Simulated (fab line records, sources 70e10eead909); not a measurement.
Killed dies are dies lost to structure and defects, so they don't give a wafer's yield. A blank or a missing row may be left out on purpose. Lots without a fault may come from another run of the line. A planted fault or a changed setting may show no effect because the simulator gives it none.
Which tool did it? | flow nand_harc | 14 lots, 42 wafers sampled, at 3 steps of a route of 1159

WHAT THE GAUGES READ, wafer by wafer
NHARC_A_M0_INSPECT_27. Usual: raw_defect_count 445, standard deviation 130.
lot  | measured     | on                | raw_defect_count | flag
L784 | day 18 00:17 | defect_inspect-01 | 619 368 661      |
L787 | day 18 09:21 | defect_inspect-01 | 286 364 376      |
L788 | day 18 17:35 | defect_inspect-01 | 260 301 380      |
L789 | day 19 03:16 | defect_inspect-01 | 244 265 298      |
L797 | day 21 00:38 | defect_inspect-01 | 441 369 619      |
L796 | day 21 01:19 | defect_inspect-01 | 532 343 373      |
L799 | day 21 23:44 | defect_inspect-02 | 314 589 340      |
L800 | day 22 11:00 | defect_inspect-02 | 469 451 370      |
L801 | day 22 12:12 | defect_inspect-02 | 326 449 550      |
L802 | day 22 16:04 | defect_inspect-01 | 397 660 527      |
L803 | day 22 22:53 | defect_inspect-01 | 490 698 468      |
L805 | day 23 02:14 | defect_inspect-02 | 491 771 519      |
L806 | day 23 13:19 | defect_inspect-02 | 468 500 591      |
L807 | day 23 13:58 | defect_inspect-02 | 387 479 534      |

WHICH TOOL RAN EACH LOT (tool, then ch and the chambers of the sampled wafers, then the start)
lot  | NHARC_A_M0_ETCH_34                 | NHARC_A_M0_PVD_21
L784 | rie_diel-10 ch 0,1,2, day 17 21:52 | pvd_sputter-02, day 17 22:58
L787 | rie_diel-02 ch 2,3, day 18 06:53   | pvd_sputter-03, day 18 07:57
L788 | rie_diel-07 ch 0,3, day 18 15:10   | pvd_sputter-02, day 18 16:13
L789 | rie_diel-07 ch 0,2, day 19 00:38   | pvd_sputter-02, day 19 01:50
L797 | rie_diel-07 ch 1,2,3, day 20 22:11 | pvd_sputter-02, day 20 23:17
L796 | rie_diel-07 ch 0,1,2, day 20 22:49 | pvd_sputter-02, day 20 23:59
L799 | rie_diel-02 ch 2,3, day 21 21:02   | pvd_sputter-03, day 21 22:13
L800 | rie_diel-07 ch 0,1, day 22 08:35   | pvd_sputter-02, day 22 09:40
L801 | rie_diel-07 ch 0,1,2, day 22 09:47 | pvd_sputter-03, day 22 10:50
L802 | rie_diel-10 ch 1,2,3, day 22 13:41 | pvd_sputter-03, day 22 14:44
L803 | rie_diel-10 ch 0,3, day 22 20:29   | pvd_sputter-01, day 22 21:32
L805 | rie_diel-02 ch 0,1,2, day 22 23:52 | pvd_sputter-01, day 23 00:57
L806 | rie_diel-02 ch 2,3, day 23 10:53   | pvd_sputter-03, day 23 12:00
L807 | rie_diel-02 ch 0,1,2, day 23 11:34 | pvd_sputter-02, day 23 12:38
- NHARC_A_M0_ETCH_34: etches the open film in N2/H2, target depth 40 nm, overetch 12 nm, time 43.94 s.
- NHARC_A_M0_PVD_21: deposits Cu, target thk 30 nm, time 20.49 s.

WHAT THE TOOLS THEMSELVES READ (means of the sampled wafers that have a number; where no wafer has one, the mark that the record gives instead)
NHARC_A_M0_ETCH_34. Usual: drypump_motor_current_A 5.7 A, standard deviation 0.31; oes_product_au 0.996 a.u., standard deviation 0.01; rf_vpp_V 431.6 V, standard deviation 2.5; showerhead_plenum_p_Torr 2.09 Torr, standard deviation 0.09; throttle_valve_pct 14.171 %, standard deviation 0.0094.
lot  | tool        | drypump_motor_current_A (A) | oes_product_au (a.u.) | rf_vpp_V (V) | showerhead_plenum_p_Torr (Torr) | throttle_valve_pct (%) | flag
L784 | rie_diel-10 | 5.9                         | 1.002                 | 431.2        | 2.11                            | 14.171                 |
L787 | rie_diel-02 | 5.8                         | 1.004                 | 432.0        | 2.08                            | 14.174                 |
L788 | rie_diel-07 | 5.5                         | 0.999                 | 428.5        | 1.98                            | 14.168                 |
L789 | rie_diel-07 | 5.5                         | 1.001                 | 434.1        | 2.16                            | 14.172                 |
L797 | rie_diel-07 | 5.3                         | 0.997                 | 431.8        | 2.11                            | 14.172                 |
L796 | rie_diel-07 | 5.5                         | 0.991                 | 433.7        | 2.15                            | 14.171                 |
L799 | rie_diel-02 | 5.8                         | 0.994                 | 431.6        | 2.08                            | 14.165                 |
L800 | rie_diel-07 | 5.6                         | 0.991                 | 432.3        | 2.10                            | 14.177                 |
L801 | rie_diel-07 | 5.5                         | 0.990                 | 432.9        | 2.15                            | 14.179                 |
L802 | rie_diel-10 | 5.8                         | 0.991                 | 432.9        | 2.16                            | 14.160                 |
L803 | rie_diel-10 | 5.5                         | 0.997                 | 429.5        | 2.00                            | 14.175                 |
L805 | rie_diel-02 | 5.9                         | 0.997                 | 431.4        | 2.10                            | 14.170                 |
L806 | rie_diel-02 | 5.8                         | 0.980                 | 431.1        | 2.05                            | 14.168                 |
L807 | rie_diel-02 | 5.9                         | 1.004                 | 432.3        | 2.10                            | 14.185                 |

NHARC_A_M0_PVD_21. Usual: cathode_dc_power_W 4999.8 W, standard deviation 0.93; chamber_pressure_pa 4.999 Pa, standard deviation 0.01; throttle_valve_pct 30.3 %, standard deviation 1.3.
lot  | tool           | cathode_dc_power_W (W) | chamber_pressure_pa (Pa) | throttle_valve_pct (%) | flag
L784 | pvd_sputter-02 | 5000.5                 | 5.003                    | 29.3                   |
L787 | pvd_sputter-03 | 5000.6                 | 4.995                    | 29.9                   |
L788 | pvd_sputter-02 | 5000.7                 | 4.996                    | 29.9                   |
L789 | pvd_sputter-02 | 5000.1                 | 5.004                    | 29.6                   |
L797 | pvd_sputter-02 | -                      | -                        | -                      | OFF
L796 | pvd_sputter-02 | -                      | -                        | -                      | OFF
L799 | pvd_sputter-03 | 5000.5                 | 4.998                    | 30.4                   |
L800 | pvd_sputter-02 | 5000.2                 | 5.000                    | 28.9                   |
L801 | pvd_sputter-03 | 5000.1                 | 5.004                    | 30.4                   |
L802 | pvd_sputter-03 | 4999.1                 | 5.002                    | 30.0                   |
L803 | pvd_sputter-01 | 5000.2                 | 4.994                    | 31.4                   |
L805 | pvd_sputter-01 | 5000.6                 | 5.000                    | 31.2                   |
L806 | pvd_sputter-03 | 5000.4                 | 4.994                    | 30.0                   |
L807 | pvd_sputter-02 | 4998.6                 | 5.003                    | 27.9                   |

THE ANSWER, worked out from the rows above alone
Rule: a lot is off if the mean of its wafers that have a number lies more than 3 standard deviations from the usual mean. A lot without any number at a reading at which 4 lots or more have one is off too. The other lots that the step has rows for count as sound. The gauges are gone through in route order, then the tools' own readings, and for those a lot's mean is taken as printed above. The first step at which some lot is off is used, and at that step the reading that is off furthest; a lot without a number counts as furthest.
Off: L797, L796, at NHARC_A_M0_PVD_21 (cathode_dc_power_W). Without a number there: L797, L796.
A tool fits if, at that step or a process step before it, it ran every lot that is off, and no sound lot after the first of them. None of those tried fits.

WHAT THE SIMULATOR HAD PUT IN
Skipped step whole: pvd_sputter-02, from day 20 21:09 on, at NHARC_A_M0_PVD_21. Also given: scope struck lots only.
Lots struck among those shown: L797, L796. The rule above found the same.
